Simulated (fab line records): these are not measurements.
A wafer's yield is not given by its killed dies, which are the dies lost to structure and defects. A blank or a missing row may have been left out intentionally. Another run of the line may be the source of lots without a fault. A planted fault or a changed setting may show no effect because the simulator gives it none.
fab line records -- flow n5Finfet
record lots=15, wafers=39, lastDay=17
route steps=1938 shown GATE_CUT@490 MOL_CONTACT_COAG@523
lots untouched by any fault: they come from a run of this same line in which no faults occurred
startH: hours from the record's first day to the start of the lot's first wafer shown -- waitH: hours from the lot's prior step to this one -- " as in the row above -- L1.1+2: a row that stands for several wafers -- - no value, or no start given -- * or withheld: withheld -- < > ~ a bound
route shown NAME@n: names a module that has steps shown in the file, with the first one's number in the route -- usual: mean/standard deviation of fault-free wafers -- same: alike in all rows -- chamber/n: place in a boat -- sites: the reading at each site -- _std_site: standard deviation across them -- _edge_site: the outer-site mean with the inner-site mean subtracted -- radiusMm: how far each site lies from the wafer's centre -- mask NAME#n: copy n -- behind: the most recent tool/chamber to have shaped the wafer -- hold: what put the lot on hold/how long, in hours/how the hold closed -- device: which transistor (n, p or np) failed to switch -- end of line: at the end of the route, the tests of the same wafers -- a step without rows: its recipe alone -- killed: not the wafer's yield, but the dies lost to structure and defects at the first sort -- map: the dies of a wafer, with x for killed, . for not killed, _ for no die there
set.NAME: setting as actually run; set.NAME@STEP: the setting as run at that earlier step -- model.NAME: the simulator's own value behind a step, which no gauge read
steps of the route over a sample of lots; a table a step, a row a wafer
services: the hour from which a tool's chamber was out of use, counted from the record's first day as startH (under 0 if before that day), plus the number of hours and why
## steps
# step N5_GATE_CUT_DESCUM_18
# recipe chemistry=O2, timeS=7, sourcePowerW=50, biasPowerW=20, pressureMtorr=20, rfFrequencyHz=2.712e+07, tempC=40, resist=CAR-EUV, o2FlowSccm=225
# usual drypumpMotorCurrentA=5.5/0.37, o2FlowSccm=225.0/0.67, oesProductAu=0.76/0.08, rfVppV=243.2/1.2, showerheadPlenumPTorr=2.11/0.065, throttleValvePct=20.59/0.22
lot.wafer,tool,chamber,startH,waitH,drypumpMotorCurrentA,o2FlowSccm,oesProductAu,rfHoursCounterH,rfVppV,showerheadPlenumPTorr,throttleValvePct
L680.4,rieDiel-06,0,91.70,0.0,5.3,225.3,0.77,132,244.8,2.22,20.53
L680.6,rieDiel-06,3,91.70,0.0,4.9,223.8,0.71,-,241.7,1.99,20.88
L681.2,rieDiel-01,3,102.03,0.0,5.2,226.2,0.70,200,244.2,2.08,20.66
L681.5,rieDiel-01,0,102.03,0.0,5.3,224.5,0.93,-,243.9,2.14,20.65
L682.4,rieDiel-02,3,110.35,0.0,5.8,224.1,0.72,206,244.3,2.07,20.74
L682.5,rieDiel-02,2,110.35,0.0,5.6,224.8,0.72,-,243.3,2.12,20.16
L682.6,rieDiel-02,3,110.35,0.0,5.8,224.4,0.72,-,241.5,2.07,20.72
L683.1,rieDiel-02,3,115.12,0.5,5.8,225.5,0.72,207,243.9,2.07,20.73
L683.2,rieDiel-02,0,115.12,0.5,5.8,225.5,0.92,18,243.9,2.15,20.36
L683.6,rieDiel-02,3,115.12,0.5,5.8,225.4,0.72,-,243.2,2.07,20.74
L684.2,rieDiel-02,2,118.86,0.0,5.6,224.6,0.71,226,244.9,2.12,20.17
L684.3,rieDiel-02,0,118.86,0.0,5.8,224.0,0.91,20,244.5,2.15,20.37
L684.6,rieDiel-02,2,118.86,0.0,5.6,224.2,0.71,-,244.5,2.12,20.17
L687.1,rieDiel-06,2,137.33,0.0,5.0,224.7,0.89,51,244.8,2.16,20.50
L687.3,rieDiel-06,0,137.33,0.0,5.3,224.6,0.76,146,243.0,2.21,20.52
L687.4,rieDiel-06,1,137.33,0.0,5.9,224.6,0.70,203,246.0,2.18,20.78
L688.1,rieDiel-06,1,146.07,0.2,5.9,224.9,0.70,205,243.2,2.18,20.78
L688.2,rieDiel-06,0,146.07,0.2,5.4,224.5,0.75,149,244.9,2.21,20.54
L689.2,rieDiel-02,1,150.78,0.5,5.9,224.4,0.72,203,243.2,2.11,20.48
L689.3,rieDiel-02,3,150.78,0.5,5.7,225.7,0.71,220,242.9,2.07,20.74
L689.6,rieDiel-02,2,150.78,0.5,5.6,225.5,0.72,-,243.7,2.12,20.18
L692.3,rieDiel-06,3,166.54,0.0,4.9,225.3,0.70,217,240.9,1.98,20.92
L692.5,rieDiel-06,3,166.54,0.0,4.9,224.6,0.70,-,241.8,1.98,20.93
L692.6,rieDiel-06,0,166.54,0.0,5.3,225.0,0.76,-,246.0,2.21,20.56
L690.1,rieDiel-06,0,169.40,0.1,5.4,223.8,0.76,156,245.7,2.21,20.55
L690.3,rieDiel-06,2,169.40,0.1,5.0,225.5,0.88,57,242.7,2.16,20.51
L690.4,rieDiel-06,1,169.40,0.1,6.0,224.6,0.72,212,242.7,2.18,20.80
L691.2,rieDiel-02,0,172.75,0.0,5.9,224.7,0.89,38,244.2,2.15,20.40
L691.4,rieDiel-02,3,172.75,0.0,5.7,225.3,0.71,227,241.2,2.07,20.77
L697.1,rieDiel-02,3,196.18,0.0,5.8,225.6,0.70,235,242.6,2.06,20.78
L697.4,rieDiel-02,1,196.18,0.0,5.9,224.8,0.71,-,241.4,2.10,20.49
L697.6,rieDiel-02,3,196.18,0.0,5.7,224.5,0.70,-,242.5,2.06,20.76
L699.2,rieDiel-06,3,208.93,0.0,4.9,224.4,0.70,228,240.7,1.98,20.94
L699.3,rieDiel-06,0,208.93,0.0,5.3,226.1,0.75,166,243.6,2.20,20.56
L699.5,rieDiel-06,3,208.93,0.0,4.9,224.6,0.69,-,241.9,1.98,20.94
L701.5,rieDiel-02,3,216.60,0.2,5.8,223.4,0.70,-,242.5,2.06,20.77
L701.6,rieDiel-02,0,216.60,0.2,5.8,224.5,0.87,-,243.2,2.14,20.43
L702.2,rieDiel-06,2,226.49,0.0,5.0,224.6,0.86,73,241.4,2.15,20.54
L702.5,rieDiel-06,2,226.49,0.0,5.0,224.4,0.85,-,244.3,2.15,20.54
# step N5_GATE_CUT_ALD_22
# recipe material=SiNx, targetThkA=160, tempC=400, aldPrecursorFamily=SiH2I2, aldCoReactant=N2/H2-plasma, pulseTimeS=1, aldCycles=320, purgeTimeS=2, coReactantPurgeTimeS=2, pressureTorr=2
# usual heaterPowerW=845/92, precursorPulseHeightRel=1.001/0.02
lot.wafer,tool,chamber,startH,waitH,heaterPowerW,precursorPulseHeightRel
L680.4,aldSin-02,0,96.77,4.3,893,1.015
L680.6,aldSin-02,2,96.77,4.3,1019,1.012
L681.2,aldSin-04,3,103.34,0.5,888,0.998
L681.5,aldSin-04,1,103.34,0.5,710,0.987
L682.4,aldSin-02,0,111.19,0.0,889,1.001
L682.5,aldSin-02,1,111.19,0.0,749,0.993
L682.6,aldSin-02,2,111.19,0.0,1031,1.026
L683.1,aldSin-02,3,116.24,0.3,840,1.013
L683.2,aldSin-02,1,116.24,0.3,768,0.999
L683.6,aldSin-02,3,116.24,0.3,859,1.027
L684.2,aldSin-04,0,119.70,0.0,759,0.987
L684.3,aldSin-04,3,119.70,0.0,871,0.984
L684.6,aldSin-04,1,119.70,0.0,718,0.961
L687.1,aldSin-04,2,138.17,0.0,861,0.971
L687.3,aldSin-04,0,138.17,0.0,759,0.996
L687.4,aldSin-04,3,138.17,0.0,882,1.042
L688.1,aldSin-02,0,146.90,0.0,887,0.992
L688.2,aldSin-02,3,146.90,0.0,857,0.963
L689.2,aldSin-03,3,151.62,0.0,864,0.996
L689.3,aldSin-03,2,151.62,0.0,869,1.019
L689.6,aldSin-03,3,151.62,0.0,854,0.993
L692.3,aldSin-03,1,167.93,0.6,697,1.010
L692.5,aldSin-03,0,167.93,0.6,945,0.967
L692.6,aldSin-03,1,167.93,0.6,716,0.992
L690.1,aldSin-03,1,171.81,1.6,691,1.018
L690.3,aldSin-03,2,171.81,1.6,886,1.029
L690.4,aldSin-03,0,171.81,1.6,924,1.000
L691.2,aldSin-03,1,173.59,0.0,707,1.006
L691.4,aldSin-03,2,173.59,0.0,885,0.944
L697.1,aldSin-02,1,197.19,0.2,785,1.004
L697.4,aldSin-02,0,197.19,0.2,890,1.008
L697.6,aldSin-02,1,197.19,0.2,757,0.977
L699.2,aldSin-03,3,209.76,0.0,870,1.001
L699.3,aldSin-03,0,209.76,0.0,947,1.017
L699.5,aldSin-03,3,209.76,0.0,881,0.981
L701.5,aldSin-03,2,218.59,1.2,921,1.016
L701.6,aldSin-03,1,218.59,1.2,711,1.033
L702.2,aldSin-03,1,227.32,0.0,710,0.970
L702.5,aldSin-03,0,227.32,0.0,950,0.995
# step N5_GATE_CUT_INSPECT_26
# recipe inspectInstrument=darkfield, mode=postCmp
# usual rawDefectCount=43/17
lot.wafer,tool,chamber,startH,waitH,rawDefectCount
L680.4,defectInspect-01,-,99.30,0.0,16
L680.6,defectInspect-01,-,99.30,0.0,43
L681.2,defectInspect-01,-,105.87,0.0,51
L681.5,defectInspect-01,-,105.87,0.0,28
L682.4,defectInspect-01,-,113.72,0.0,49
L682.5,defectInspect-01,-,113.72,0.0,36
L682.6,defectInspect-01,-,113.72,0.0,31
L683.1,defectInspect-01,-,118.76,0.0,43
L683.2,defectInspect-01,-,118.76,0.0,46
L683.6,defectInspect-01,-,118.76,0.0,51
L684.2,defectInspect-02,-,122.23,0.0,79
L684.3,defectInspect-02,-,122.23,0.0,39
L684.6,defectInspect-02,-,122.23,0.0,63
L687.1,defectInspect-02,-,140.69,0.0,34
L687.3,defectInspect-02,-,140.69,0.0,41
L687.4,defectInspect-02,-,140.69,0.0,48
L688.1,defectInspect-02,-,149.43,0.0,46
L688.2,defectInspect-02,-,149.43,0.0,81
L689.2,defectInspect-02,-,154.14,0.0,28
L689.3,defectInspect-02,-,154.14,0.0,19
L689.6,defectInspect-02,-,154.14,0.0,28
L692.3,defectInspect-02,-,170.45,0.0,46
L692.5,defectInspect-02,-,170.45,0.0,23
L692.6,defectInspect-02,-,170.45,0.0,30
L690.1,defectInspect-01,-,174.35,0.0,58
L690.3,defectInspect-01,-,174.35,0.0,29
L690.4,defectInspect-01,-,174.35,0.0,73
L691.2,defectInspect-02,-,176.11,0.0,49
L691.4,defectInspect-02,-,176.11,0.0,39
L697.1,defectInspect-02,-,199.72,0.0,62
L697.4,defectInspect-02,-,199.72,0.0,44
L697.6,defectInspect-02,-,199.72,0.0,52
L699.2,defectInspect-02,-,212.48,0.0,62
L699.3,defectInspect-02,-,212.48,0.0,74
L699.5,defectInspect-02,-,212.48,0.0,42
L701.5,defectInspect-02,-,220.39,0.0,35
L701.6,defectInspect-02,-,220.39,0.0,56
L702.2,defectInspect-02,-,229.85,0.0,46
L702.5,defectInspect-02,-,229.85,0.0,33
# step N5_MOL_CONTACT_COAG_EXPOSE_05
# recipe maskId=CA, na=0.33, sourceShape=annular, sigmaInner=0.4, sigmaOuter=0.8, polarization=unpolarized, defocusNm=0, doseMj=38.25
# usual exposureDoseMJCm2=38.26/0.21, focusOffsetNm=0.0/0.56, sigmaInner=0.4/0
lot.wafer,tool,chamber,startH,waitH,mask,exposureDoseMJCm2,focusOffsetNm,sigmaInner
L680.4,euvScanner-01,0,99.61,-,CA#0,38.10,-0.3,0.4
L680.6,euvScanner-01,0,99.61,-,CA#0,38.11,-1.1,0.4
L681.2,euvScanner-01,0,106.05,-,CA#0,38.12,0.4,0.4
L681.5,euvScanner-01,0,106.05,-,CA#0,38.17,-1.3,0.4
L682.4,euvScanner-01,0,113.91,-,CA#0,38.11,1.2,0.4
L682.5,euvScanner-01,0,113.91,-,CA#0,38.09,0.7,0.4
L682.6,euvScanner-01,0,113.91,-,CA#0,38.12,0.4,0.4
L683.1,euvScanner-01,0,118.93,-,CA#0,38.08,0.1,0.4
L683.2,euvScanner-01,0,118.93,-,CA#0,38.17,-0.1,0.4
L683.6,euvScanner-01,0,118.93,-,CA#0,38.11,0.3,0.4
L684.2,euvScanner-01,0,122.40,-,CA#0,38.07,-1.1,0.4
L684.3,euvScanner-01,0,122.40,-,CA#0,38.15,0.0,0.4
L684.6,euvScanner-01,0,122.40,-,CA#0,38.09,0.7,0.4
L687.1,euvScanner-02,0,140.86,-,CA#0,38.58,-0.5,0.4
L687.3,euvScanner-02,0,140.86,-,CA#0,38.57,-0.9,0.4
L687.4,euvScanner-02,0,140.86,-,CA#0,38.56,-1.3,0.4
L688.1,euvScanner-01,0,149.76,-,CA#0,38.08,0.5,0.4
L688.2,euvScanner-01,0,149.76,-,CA#0,38.13,-0.1,0.4
L689.2,euvScanner-02,-,154.44,-,CA#0,-,-,-
L689.3,euvScanner-02,-,154.44,-,CA#0,-,-,-
L689.6,euvScanner-02,-,154.44,-,CA#0,-,-,-
L692.3,euvScanner-01,-,170.76,-,CA#0,-,-,-
L692.5,euvScanner-01,-,170.76,-,CA#0,-,-,-
L692.6,euvScanner-01,-,170.76,-,CA#0,-,-,-
L690.1,euvScanner-02,-,174.64,-,CA#0,-,-,-
L690.3,euvScanner-02,-,174.64,-,CA#0,-,-,-
L690.4,euvScanner-02,-,174.64,-,CA#0,-,-,-
L691.2,euvScanner-02,0,176.29,-,CA#0,38.57,-0.4,0.4
L691.4,euvScanner-02,0,176.29,-,CA#0,38.57,-0.2,0.4
L697.1,euvScanner-01,0,204.31,-,CA#0,38.09,0.0,0.4
L697.4,euvScanner-01,0,204.31,-,CA#0,38.09,0.2,0.4
L697.6,euvScanner-01,0,204.31,-,CA#0,38.09,0.5,0.4
L699.2,euvScanner-01,0,212.66,-,CA#0,38.13,-0.6,0.4
L699.3,euvScanner-01,0,212.66,-,CA#0,38.04,-0.6,0.4
L699.5,euvScanner-01,0,212.66,-,CA#0,38.08,-0.2,0.4
L701.5,euvScanner-02,0,220.58,-,CA#0,38.50,0.2,0.4
L701.6,euvScanner-02,0,220.58,-,CA#0,38.54,-0.9,0.4
L702.2,euvScanner-01,0,230.15,-,CA#0,38.08,-0.9,0.4
L702.5,euvScanner-01,0,230.15,-,CA#0,38.10,-0.2,0.4
## services
tool,chamber,startH,hours,kind
aldSin-02,2,76.14,7.5,repair
euvScanner-01,-,80.01,1.0,pm
aldSin-03,-,85.25,14.0,pm
euvScanner-01,-,91.58,0.3,repair
euvScanner-02,-,97.85,6.2,pm
euvScanner-02,-,117.82,1.0,pm
rieDiel-06,1,127.09,2.5,repair
euvScanner-01,-,131.34,0.5,repair
rieDiel-06,2,139.56,7.7,repair
euvScanner-01,-,142.94,0.4,repair
euvScanner-01,-,152.17,4.6,pm
euvScanner-01,-,158.93,0.9,repair
aldSin-03,-,161.72,6.1,pm
euvScanner-02,-,162.88,0.2,repair
euvScanner-01,-,173.25,5.0,repair
aldSin-04,-,176.75,14.0,pm
euvScanner-02,-,178.22,1.0,pm
rieDiel-02,1,178.83,7.1,repair
euvScanner-01,-,192.31,1.0,pm
aldSin-04,-,195.90,14.6,pm
aldSin-03,0,197.94,3.1,repair
euvScanner-02,-,199.84,9.9,repair
aldSin-03,-,228.96,28.1,pm
euvScanner-02,-,230.15,1.0,pm
## key
firstSign step=N5_MOL_CONTACT_COAG_EXPOSE_05, reading=toolRecord, direction=missing
effect none on later readings
metAt N5_MOL_CONTACT_COAG_EXPOSE_05
struckLots L689,L690,L692
laterRowsLeftOut L689.2,L689.3,L689.6,L690.1,L690.3,L690.4,L692.3,L692.5,L692.6
sortLeftOut L689.2,L689.3,L689.6,L690.1,L690.3,L690.4,L692.3,L692.5,L692.6
notActingAt N5_GATE_CUT_DESCUM_18,N5_GATE_CUT_ALD_22,N5_GATE_CUT_INSPECT_26
onsetBetween 149.76 154.44
fault kind=skippedStepWhole, tool=euvScanner-01,euvScanner-02, chamber=-, onsetH=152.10, steps=N5_MOL_CONTACT_COAG_EXPOSE_05, scope=struckLotsOnly
# sortLeftOut: the simulated sort isn't trusted on such a fault, so these wafers' sort isn't shown, and their yield isn't known
# laterRowsLeftOut: the simulator's readings of these wafers behind a module that went badly wrong aren't trusted and aren't shown, but for the sort
